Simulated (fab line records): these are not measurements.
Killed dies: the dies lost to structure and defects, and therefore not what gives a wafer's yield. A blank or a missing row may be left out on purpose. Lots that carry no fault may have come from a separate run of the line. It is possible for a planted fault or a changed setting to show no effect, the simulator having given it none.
fab line records | flow nand_harc
record: lots: 12 | wafers: 36 | last_day: 34
route steps=1302 shown A_ZERO_WELL@403 A_SOURCE_PLATE@415 A_ONON_D1@425 END@1302
lots untouched by any fault: they come from a run of this same line in which no faults occurred
start_h: the number of hours between the record's first day and the start of the first shown wafer of the lot | wait_h: how many hours have passed since the lot's step before this one | " same as the row above | L1.1+2: a row that stands for several wafers | - value missing, or start not given | * or withheld: withheld | < > ~ a bound
route shown NAME@n: a module of which the file shows steps, and the number in the route of the first | usual: the fault-free wafers' mean and standard deviation | same: alike in all rows | chamber/n: place in a boat | sites: each site's reading | _std_site: standard deviation across them | _edge_site: outer sites' mean less inner sites' | radius_mm: how far each site lies from the wafer's centre | mask NAME#n: copy n | behind: the last tool/chamber to shape the wafer | hold: reason for holding the lot/hours on hold/outcome of the hold | device: the n, p or np transistor that did not switch | end of line: the tests these same wafers got at the end of their route | a step without rows: its recipe alone | killed: the dies lost at the first sort to structure and to defects; this is not the yield of the wafer | map: a wafer's dies, x killed, . not, _ none there
set.NAME: setting as actually run; set.NAME@STEP: the setting as run at that earlier step | model.NAME: the simulator's own value behind a step, which no gauge read
the route's steps for a sample of lots (tables are steps, rows are wafers)
services: the hour from which a tool's chamber was out of use, counted from the record's first day as start_h (under 0 if before that day), plus the number of hours and why
== steps ==
step: NHARC_A_ZERO_WELL_DESCUM_12
recipe: time_s: 3 | o2_flow_sccm: 200 | ar_flow_sccm: 0 | bias_power_w: 0 | chemistry: O2
usual: drypump_motor_current_A: 5.5/0.33 | oes_product_au: 1.007/0.016 | rf_vpp_V: 57.7/0.95 | showerhead_plenum_p_Torr: 1.90/0.11 | throttle_valve_pct: 11.312/0.009
lot.wafer | tool        | chamber | start_h | wait_h | drypump_motor_current_A | oes_product_au | rf_hours_counter_h | rf_vpp_V | showerhead_plenum_p_Torr | throttle_valve_pct
L658.1    | rie_diel-06 | 0       | 141.78  | -      | 5.6                     | 1.016          | 0                  | 58.4     | 1.79                     | 11.315
L658.6    | "           | 2       | "       | "      | 5.6                     | 0.993          | -                  | 57.2     | 1.79                     | 11.324
L658.5    | "           | 3       | "       | "      | 5.5                     | 1.030          | -                  | 57.4     | 2.03                     | 11.305
L659.2    | rie_diel-06 | 0       | 147.46  | -      | 5.6                     | 1.032          | 0                  | 57.6     | 1.79                     | 11.321
L659.1    | "           | 2       | "       | "      | 5.6                     | 1.005          | 0                  | 57.9     | 1.79                     | 11.319
L659.6    | "           | 3       | "       | "      | 5.5                     | 1.032          | -                  | 58.3     | 2.03                     | 11.313
L662.3    | rie_diel-06 | 1       | 180.94  | -      | 5.1                     | 0.991          | 1                  | 58.6     | 1.91                     | 11.306
L662.4    | "           | 3       | "       | "      | 5.5                     | 1.026          | 2                  | 58.0     | 2.03                     | 11.323
L662.6    | "           | 2       | "       | "      | 5.6                     | 1.009          | -                  | 56.8     | 1.79                     | 11.308
L666.1    | rie_diel-12 | 3       | 228.67  | -      | 6.3                     | 1.012          | 23                 | 58.5     | 2.02                     | 11.303
L666.2    | "           | 0       | "       | "      | 5.3                     | 0.997          | 23                 | 59.3     | 2.00                     | 11.317
L666.6    | "           | 2       | "       | "      | 5.1                     | 1.009          | -                  | 58.0     | 1.80                     | 11.309
L667.4    | rie_diel-06 | 3       | 233.54  | -      | 5.6                     | 1.028          | 3                  | 58.2     | 2.03                     | 11.313
L667.3    | "           | 2       | "       | "      | 5.6                     | 0.993          | 3                  | 57.2     | 1.79                     | 11.314
L667.5    | "           | 3       | "       | "      | 5.6                     | 1.042          | -                  | 58.2     | 2.03                     | 11.317
L668.3    | rie_diel-01 | 0       | 248.34  | -      | 5.2                     | 1.007          | 11                 | 58.9     | 2.05                     | 11.306
L668.2    | "           | 2       | "       | "      | 5.4                     | 1.010          | 11                 | 55.4     | 1.81                     | 11.301
L668.5    | "           | 0       | "       | "      | 5.1                     | 1.002          | -                  | 57.9     | 2.05                     | 11.293
L675.1    | rie_diel-12 | 2       | 308.59  | -      | 5.1                     | 1.005          | 5                  | 56.5     | 1.80                     | 11.317
L675.2    | "           | 3       | "       | "      | 6.3                     | 1.031          | 5                  | 58.1     | 2.01                     | 11.313
L675.5    | "           | 2       | "       | "      | 5.1                     | 1.005          | -                  | 57.4     | 1.80                     | 11.328
L676.1    | rie_diel-12 | 3       | 321.98  | -      | 6.3                     | 1.020          | 8                  | 58.7     | 2.01                     | 11.305
L676.3    | "           | 1       | "       | "      | 5.9                     | 0.994          | 8                  | 58.0     | 2.03                     | 11.324
L676.6    | "           | 2       | "       | "      | 5.1                     | 0.993          | -                  | 56.0     | 1.80                     | 11.320
L677.1    | rie_diel-06 | 0       | 330.81  | -      | 5.6                     | 1.005          | 0                  | 58.7     | 1.79                     | 11.300
L677.3    | "           | 1       | "       | "      | 5.1                     | 0.962          | 1                  | 59.2     | 1.91                     | 11.305
L677.6    | "           | 0       | "       | "      | 5.6                     | 1.006          | -                  | 57.6     | 1.79                     | 11.310
L678.1    | rie_diel-06 | 2       | 341.60  | -      | 5.6                     | 0.995          | 1                  | 57.2     | 1.79                     | 11.299
L678.4    | "           | 3       | "       | "      | 5.5                     | 1.001          | 1                  | 58.1     | 2.03                     | 11.317
L678.5    | "           | 1       | "       | "      | 5.1                     | 0.957          | -                  | 57.9     | 1.91                     | 11.331
L680.4    | rie_diel-12 | 1       | 363.97  | -      | 5.9                     | 1.002          | 15                 | 57.2     | 2.02                     | 11.316
L680.2    | "           | 2       | "       | "      | 5.1                     | 1.005          | 15                 | 58.5     | 1.79                     | 11.301
L680.6    | "           | 3       | "       | "      | 6.3                     | 1.006          | -                  | 58.5     | 2.01                     | 11.308
L681.1    | rie_diel-06 | 2       | 372.65  | -      | 5.6                     | 1.012          | 2                  | 56.6     | 1.79                     | 11.310
L681.3    | "           | 3       | "       | "      | 5.6                     | 1.011          | 2                  | 57.1     | 2.03                     | 11.313
L681.5    | "           | 2       | "       | "      | 5.6                     | 1.009          | -                  | 56.0     | 1.79                     | 11.334
step: NHARC_A_SOURCE_PLATE_OXIDE_02
recipe: target_thk_a: 100 | temp_c: 900 | ox_time_s: 1362 | material: SiO2
usual: spike_tc_top_C: 909.5/2.6 | spike_tc_upper_C: 900.4/1.4 | tube_center_temp_C: 899.99/0.082 | zone_power_top_pct: 36.9/1.5 | zone_power_upper_pct: 18.0/0.6
lot.wafer | tool       | chamber | start_h | wait_h | spike_tc_top_C | spike_tc_upper_C | tube_center_temp_C | zone_power_top_pct | zone_power_upper_pct
L658.1    | furnace-04 | 0       | 145.86  | -      | 906.9          | 901.9            | 900.06             | 38.2               | 18.3
L658.5    | "          | 0       | "       | "      | 906.6          | 901.6            | 899.85             | 37.8               | 18.0
L658.6    | "          | 0       | "       | "      | 908.1          | 902.0            | 899.98             | 37.4               | 18.3
L659.1    | furnace-05 | 0       | 152.01  | -      | 911.3          | 898.5            | 900.03             | 37.1               | 16.7
L659.2    | "          | 0       | "       | "      | 912.1          | 898.3            | 900.14             | 37.1               | 17.0
L659.6    | "          | 0       | "       | "      | 911.9          | 898.8            | 900.12             | 37.5               | 17.3
L662.3    | furnace-04 | 0       | 185.32  | -      | 908.4          | 901.4            | 900.07             | 37.8               | 18.4
L662.4    | "          | 0       | "       | "      | 907.8          | 902.0            | 900.02             | 37.6               | 18.2
L662.6    | "          | 0       | "       | "      | 907.0          | 903.3            | 899.92             | 37.9               | 18.1
L666.1    | furnace-04 | 0       | 234.43  | -      | 908.1          | 901.7            | 899.95             | 37.2               | 18.0
L666.2    | "          | 0       | "       | "      | 907.3          | 899.9            | 899.85             | 37.9               | 18.4
L666.6    | "          | 0       | "       | "      | 908.0          | 901.6            | 899.95             | 37.0               | 18.1
L667.3    | furnace-04 | 0       | 238.10  | -      | 907.1          | 901.2            | 899.93             | 37.2               | 18.3
L667.4    | "          | 0       | "       | "      | 906.1          | 900.9            | 900.09             | 38.2               | 18.4
L667.5    | "          | 0       | "       | "      | 907.6          | 901.5            | 899.95             | 37.6               | 18.1
L668.2    | furnace-04 | 0       | 254.17  | -      | 906.5          | 902.3            | 900.02             | 37.8               | 17.9
L668.3    | "          | 0       | "       | "      | 909.0          | 904.2            | 899.87             | 37.9               | 18.1
L668.5    | "          | 0       | "       | "      | 908.9          | 898.7            | 900.11             | 37.9               | 18.2
L675.1    | furnace-05 | 0       | 313.14  | -      | 911.8          | 898.9            | 900.19             | 37.4               | 17.0
L675.2    | "          | 0       | "       | "      | 911.5          | 898.3            | 900.1              | 37.1               | 17.2
L675.5    | "          | 0       | "       | "      | 913.6          | 899.7            | 900.04             | 38.0               | 17.0
L676.1    | furnace-04 | 0       | 329.46  | -      | 907.2          | 902.1            | 900                | 37.4               | 18.2
L676.3    | "          | 0       | "       | "      | 906.7          | 902.5            | 899.97             | 37.8               | 18.3
L676.6    | "          | 0       | "       | "      | 907.0          | 901.9            | 899.94             | 37.9               | 18.3
L677.1    | furnace-05 | 0       | 335.53  | -      | 914.8          | 898.1            | 899.91             | 37.7               | 17.0
L677.3    | "          | 0       | "       | "      | 911.6          | 898.2            | 900                | 37.1               | 17.3
L677.6    | "          | 0       | "       | "      | 911.4          | 900.3            | 900.02             | 37.0               | 16.9
L678.1    | furnace-04 | 0       | 347.25  | -      | 906.7          | 902.5            | 900                | 38.1               | 18.3
L678.4    | "          | 0       | "       | "      | 909.2          | 900.5            | 900.01             | 38.0               | 18.1
L678.5    | "          | 0       | "       | "      | 907.6          | 900.7            | 899.86             | 38.0               | 18.3
L680.2    | furnace-04 | 0       | 368.02  | -      | 907.2          | 902.3            | 900.03             | 37.4               | 18.1
L680.4    | "          | 0       | "       | "      | 907.5          | 899.6            | 900.04             | 37.0               | 18.1
L680.6    | "          | 0       | "       | "      | 906.1          | 901.9            | 900.03             | 38.1               | 18.7
L681.1    | furnace-01 | 0       | 377.17  | -      | 914.3          | 899.1            | 900.03             | 33.7               | 18.3
L681.3    | "          | 0       | "       | "      | 914.0          | 901.4            | 900.02             | 33.5               | 18.6
L681.5    | "          | 0       | "       | "      | 914.4          | 899.4            | 899.95             | 33.8               | 18.3
step: NHARC_A_SOURCE_PLATE_THK_MEAS_09
recipe: thk_meas_gauge: ellipsometry
usual: thk_nm: 9.7/1
lot.wafer | tool          | chamber | start_h | wait_h | thk_nm
L658.1    | film_metro-02 | -       | 149.95  | 0.4    | 9.3
L658.5    | "             | -       | "       | "      | 9.2
L658.6    | "             | -       | "       | "      | 10.0
L659.1    | film_metro-02 | -       | 156.04  | 0.4    | 9.0
L659.2    | "             | -       | "       | "      | 8.4
L659.6    | "             | -       | "       | "      | 8.6
L662.3    | film_metro-01 | -       | 189.38  | 0.4    | 7.4
L662.4    | "             | -       | "       | "      | 10.2
L662.6    | "             | -       | "       | "      | 10.1
L666.1    | film_metro-02 | -       | 238.46  | 0.4    | 10.4
L666.2    | "             | -       | "       | "      | 9.5
L666.6    | "             | -       | "       | "      | 10.1
L667.3    | film_metro-01 | -       | 242.11  | 0.4    | 9.2
L667.4    | "             | -       | "       | "      | 11.3
L667.5    | "             | -       | "       | "      | 10.8
L668.2    | film_metro-02 | -       | 258.23  | 0.4    | 8.1
L668.3    | "             | -       | "       | "      | 9.9
L668.5    | "             | -       | "       | "      | 9.8
L675.1    | film_metro-01 | -       | 317.23  | 0.4    | 9.0
L675.2    | "             | -       | "       | "      | 9.5
L675.5    | "             | -       | "       | "      | 8.8
L676.1    | film_metro-01 | -       | 333.53  | 0.4    | 8.6
L676.3    | "             | -       | "       | "      | 8.8
L676.6    | "             | -       | "       | "      | 8.7
L677.1    | film_metro-02 | -       | 339.63  | 0.4    | 11.8
L677.3    | "             | -       | "       | "      | 8.6
L677.6    | "             | -       | "       | "      | 8.9
L678.1    | film_metro-01 | -       | 351.31  | 0.4    | 8.6
L678.4    | "             | -       | "       | "      | 8.2
L678.5    | "             | -       | "       | "      | 7.9
L680.2    | film_metro-01 | -       | 372.11  | 0.4    | 9.4
L680.4    | "             | -       | "       | "      | 9.6
L680.6    | "             | -       | "       | "      | 10.7
L681.1    | film_metro-01 | -       | 381.23  | 0.4    | 11.3
L681.3    | "             | -       | "       | "      | 9.1
L681.5    | "             | -       | "       | "      | 8.3
step: NHARC_A_SOURCE_PLATE_INSPECT_08
usual: raw_defect_count: 59/23
lot.wafer | tool              | chamber | start_h | wait_h | raw_defect_count
L658.1    | defect_inspect-01 | -       | 163.08  | 0.0    | 89
L658.5    | "                 | -       | "       | "      | 69
L658.6    | "                 | -       | "       | "      | 73
L659.1    | defect_inspect-02 | -       | 173.38  | 0.0    | 109
L659.2    | "                 | -       | "       | "      | 86
L659.6    | "                 | -       | "       | "      | 94
L662.3    | defect_inspect-02 | -       | 202.45  | 0.0    | 78
L662.4    | "                 | -       | "       | "      | 63
L662.6    | "                 | -       | "       | "      | 61
L666.1    | defect_inspect-01 | -       | 251.38  | 0.0    | 592
L666.2    | "                 | -       | "       | "      | 613
L666.6    | "                 | -       | "       | "      | 583
L667.3    | defect_inspect-01 | -       | 257.51  | 0.0    | 631
L667.4    | "                 | -       | "       | "      | 591
L667.5    | "                 | -       | "       | "      | 556
L668.2    | defect_inspect-02 | -       | 271.25  | 0.0    | 602
L668.3    | "                 | -       | "       | "      | 585
L668.5    | "                 | -       | "       | "      | 599
L675.1    | defect_inspect-02 | -       | 329.90  | 0.0    | 24
L675.2    | "                 | -       | "       | "      | 45
L675.5    | "                 | -       | "       | "      | 43
L676.1    | defect_inspect-01 | -       | 346.65  | 0.0    | 79
L676.3    | "                 | -       | "       | "      | 36
L676.6    | "                 | -       | "       | "      | 40
L677.1    | defect_inspect-02 | -       | 354.98  | 0.0    | 60
L677.3    | "                 | -       | "       | "      | 48
L677.6    | "                 | -       | "       | "      | 51
L678.1    | defect_inspect-02 | -       | 365.55  | 0.0    | 31
L678.4    | "                 | -       | "       | "      | 33
L678.5    | "                 | -       | "       | "      | 36
L680.2    | defect_inspect-02 | -       | 385.37  | 0.3    | 61
L680.4    | "                 | -       | "       | "      | 56
L680.6    | "                 | -       | "       | "      | 34
L681.1    | defect_inspect-01 | -       | 393.78  | 0.0    | 39
L681.3    | "                 | -       | "       | "      | 39
L681.5    | "                 | -       | "       | "      | 40
step: NHARC_A_ONON_D1_THK_MEAS_02
recipe: thk_meas_gauge: ellipsometry
usual: thk_nm: 998/9.6
lot.wafer | tool          | chamber | start_h | wait_h | thk_nm
L658.1    | film_metro-02 | -       | 163.66  | -      | 989
L658.5    | "             | -       | "       | "      | 988
L658.6    | "             | -       | "       | "      | 989
L659.1    | film_metro-02 | -       | 173.96  | -      | 994
L659.2    | "             | -       | "       | "      | 993
L659.6    | "             | -       | "       | "      | 993
L662.3    | film_metro-01 | -       | 203.03  | -      | 993
L662.4    | "             | -       | "       | "      | 992
L662.6    | "             | -       | "       | "      | 994
L666.1    | film_metro-02 | -       | 251.99  | -      | 1007
L666.2    | "             | -       | "       | "      | 1005
L666.6    | "             | -       | "       | "      | 1005
L667.3    | film_metro-02 | -       | 258.09  | -      | 989
L667.4    | "             | -       | "       | "      | 990
L667.5    | "             | -       | "       | "      | 989
L668.2    | film_metro-02 | -       | 271.89  | -      | 982
L668.3    | "             | -       | "       | "      | 982
L668.5    | "             | -       | "       | "      | 980
L675.1    | film_metro-01 | -       | 330.48  | -      | 988
L675.2    | "             | -       | "       | "      | 987
L675.5    | "             | -       | "       | "      | 989
L676.1    | film_metro-02 | -       | 347.23  | -      | 1009
L676.3    | "             | -       | "       | "      | 1012
L676.6    | "             | -       | "       | "      | 1008
L677.1    | film_metro-01 | -       | 355.56  | -      | 1003
L677.3    | "             | -       | "       | "      | 1000
L677.6    | "             | -       | "       | "      | 1002
L678.1    | film_metro-02 | -       | 366.13  | -      | 1016
L678.4    | "             | -       | "       | "      | 1018
L678.5    | "             | -       | "       | "      | 1016
L680.2    | film_metro-01 | -       | 385.95  | -      | 989
L680.4    | "             | -       | "       | "      | 988
L680.6    | "             | -       | "       | "      | 989
L681.1    | film_metro-01 | -       | 394.35  | -      | 1006
L681.3    | "             | -       | "       | "      | 1004
L681.5    | "             | -       | "       | "      | 1007
step: NHARC_END_SORT_01
recipe: temp_c: 25
usual: killed_at_array: 57/21 | killed_at_other: 0.9/1.2 | killed_at_periphery: 4.2/2.9 | killed_dies: 62/21 | killed_open: 3.2/1.8 | killed_short: 2.4/1.5
same: gross_dies: 677
lot.wafer | tool      | chamber | start_h | wait_h | killed_at_array | killed_at_other | killed_at_periphery | killed_dies | killed_open | killed_short
L666.1    | prober-02 | 0       | 647.36  | 2.5    | 367             | 2               | 5                   | 374         | 3           | 1
L666.2    | prober-02 | 0       | 648.15  | 2.8    | 375             | 1               | 2                   | 378         | 0           | 3
L666.6    | prober-02 | 0       | 651.29  | 3.9    | 358             | 0               | 4                   | 362         | 2           | 0
L667.3    | prober-02 | 0       | 660.00  | 3.1    | 417             | 1               | 1                   | 419         | 2           | 2
L667.4    | prober-02 | 0       | 660.80  | 3.4    | 408             | 1               | 2                   | 411         | 2           | 2
L667.5    | prober-02 | 0       | 661.60  | 3.7    | 394             | 0               | 1                   | 395         | 3           | 2
L668.2    | prober-01 | 0       | 675.25  | 2.8    | 389             | 0               | 0                   | 389         | 1           | 2
L668.3    | prober-01 | 0       | 676.05  | 3.1    | 409             | 0               | 1                   | 410         | 1           | 4
L668.5    | prober-01 | 0       | 677.65  | 3.7    | 377             | 0               | 0                   | 377         | 2           | 1
killed by level:class
L666.1 A_SOURCE_PLATE:unspecified=343 A_CHANNEL_HOLE_D1:chamber_film_flake=4 A_SLIT:chamber_film_flake=4 A_CONTACT:chamber_film_flake=4 A_CHANNEL_HOLE_D2:chamber_film_flake=4 A_STAIRCASE:chamber_film_flake=3 P_STI:chamber_film_flake=2 P_CONTACT:chamber_film_flake=2
L666.2 A_SOURCE_PLATE:unspecified=343 A_CHANNEL_HOLE_D2:chamber_film_flake=11 A_CONTACT:chamber_film_flake=4 A_SLIT:chamber_film_flake=4 A_STAIRCASE:chamber_film_flake=3 A_BLC:chamber_film_flake=3 A_ONON_D1:geometric_particle:short=2 P_CONTACT:chamber_film_flake=2
L666.6 A_SOURCE_PLATE:unspecified=338 A_CHANNEL_HOLE_D2:chamber_film_flake=4 A_CONTACT:chamber_film_flake=3 A_SLIT:chamber_film_flake=3 P_ZERO_WELL:chamber_film_flake=2 A_CHANNEL_FILL_D1:chamber_film_flake=2 A_CHANNEL_HOLE_D1:chamber_film_flake=2 A_WL_FILL:chamber_film_flake=2
L667.3 A_SOURCE_PLATE:unspecified=350 A_CHANNEL_HOLE_D1:chamber_film_flake=26 A_SLIT:chamber_film_flake=22 A_CHANNEL_HOLE_D2:chamber_film_flake=8 A_STAIRCASE:chamber_film_flake=3 A_M1:chamber_film_flake=2 A_CHANNEL_FILL_D1:geometric_particle:open=1 A_WL_FILL:geometric_particle:short=1
L667.4 A_SOURCE_PLATE:unspecified=334 A_CHANNEL_HOLE_D1:chamber_film_flake=29 A_SLIT:chamber_film_flake=18 A_CHANNEL_HOLE_D2:chamber_film_flake=11 A_STAIRCASE:chamber_film_flake=6 A_CHANNEL_FILL_D2:chamber_film_flake=2 A_BLC:chamber_film_flake=2 P_CONTACT:geometric_particle:short=1
L667.5 A_SOURCE_PLATE:unspecified=333 A_CHANNEL_HOLE_D1:chamber_film_flake=25 A_SLIT:chamber_film_flake=14 A_CHANNEL_HOLE_D2:chamber_film_flake=9 A_M1:chamber_film_flake=2 A_STAIRCASE:chamber_film_flake=2 A_BLC:chamber_film_flake=2 P_CONTACT:geometric_particle:open=1
L668.2 A_SOURCE_PLATE:unspecified=339 A_CHANNEL_HOLE_D1:chamber_film_flake=22 A_SLIT:chamber_film_flake=18 A_STAIRCASE:chamber_film_flake=3 A_CONTACT:chamber_film_flake=3 A_ONON_D1:geometric_particle:short=1 A_M0:geometric_particle:open=1 A_M0:geometric_particle:short=1
L668.3 A_SOURCE_PLATE:unspecified=337 A_SLIT:chamber_film_flake=27 A_CHANNEL_HOLE_D1:chamber_film_flake=26 A_STAIRCASE:chamber_film_flake=5 A_CHANNEL_FILL_D2:chamber_film_flake=3 A_CONTACT:chamber_film_flake=3 A_DECK1_JOINT:chamber_film_flake=2 A_ONON_D1:geometric_particle:short=1
L668.5 A_SOURCE_PLATE:unspecified=326 A_CHANNEL_HOLE_D1:chamber_film_flake=27 A_SLIT:chamber_film_flake=18 A_CHANNEL_HOLE_D1:geometric_particle:short=1 A_CHANNEL_FILL_D1:geometric_particle:open=1 A_WL_FILL:geometric_particle:open=1 A_STAIRCASE:chamber_film_flake=1 A_CHANNEL_FILL_D2:chamber_film_flake=1
== services ==
tool        | chamber | start_h | hours | kind
rie_diel-06 | 2       | 122.09  | 4.4   | repair
rie_diel-06 | -       | 130.20  | 9.0   | pm
rie_diel-06 | 0       | 130.20  | 9.0   | vent_cycle
rie_diel-06 | 1       | 130.20  | 9.0   | vent_cycle
rie_diel-06 | 2       | 130.20  | 9.0   | vent_cycle
rie_diel-06 | 3       | 130.20  | 9.0   | vent_cycle
rie_diel-06 | 0       | 139.20  | -     | clean
rie_diel-06 | 1       | 139.20  | -     | clean
rie_diel-06 | 2       | 139.20  | -     | clean
rie_diel-06 | 3       | 139.20  | -     | clean
rie_diel-01 | 2       | 140.71  | 1.2   | repair
rie_diel-06 | 1       | 144.44  | 2.4   | repair
furnace-05  | -       | 164.15  | 8.9   | repair
rie_diel-01 | 1       | 188.66  | 4.4   | repair
rie_diel-01 | -       | 203.83  | 9.0   | pm
furnace-01  | -       | 208.21  | 26.0  | pm
rie_diel-12 | -       | 268.41  | 9.0   | pm
rie_diel-06 | -       | 277.15  | 0.7   | repair
rie_diel-06 | 3       | 282.90  | 1.3   | repair
rie_diel-01 | 2       | 304.26  | 1.8   | repair
rie_diel-06 | -       | 307.21  | 9.0   | pm
rie_diel-06 | 3       | 343.97  | 6.9   | repair
rie_diel-01 | 0       | 358.28  | 6.1   | repair
rie_diel-06 | 0       | 368.00  | 7.5   | repair
== key ==
first_sign: step: NHARC_A_SOURCE_PLATE_INSPECT_08 | reading: raw_defect_count | direction: up | sigmas: 24 | usual: 59 | struck: 595
effect: step: NHARC_END_SORT_01 | reading: killed_at_array | direction: up | sigmas: 16 | usual: 57 | struck: 388
more_kills_born_at: NHARC_A_SOURCE_PLATE_OXIDE_02@furnace-04: 3043
met_at NHARC_A_SOURCE_PLATE_OXIDE_02
struck_lots L666,L667,L668
tester_left_out L666,L667,L668
not_acting_at NHARC_A_ZERO_WELL_DESCUM_12,NHARC_A_SOURCE_PLATE_THK_MEAS_09,NHARC_A_ONON_D1_THK_MEAS_02
fault: kind: chamber_particle_source | tool: furnace-04 | chamber: - | onset_h: 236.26 | steps: NHARC_A_SOURCE_PLATE_OXIDE_02 | rate_per_visit_cm2: 0.81965 | end_h: 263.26
tester_left_out: of these lots the tester's yield and bins aren't shown, on N5 and GAA mostly nor the transistor test; their killed dies are dies lost to structure and defects alone, not to doping, threshold or leakage, so they don't give the yield
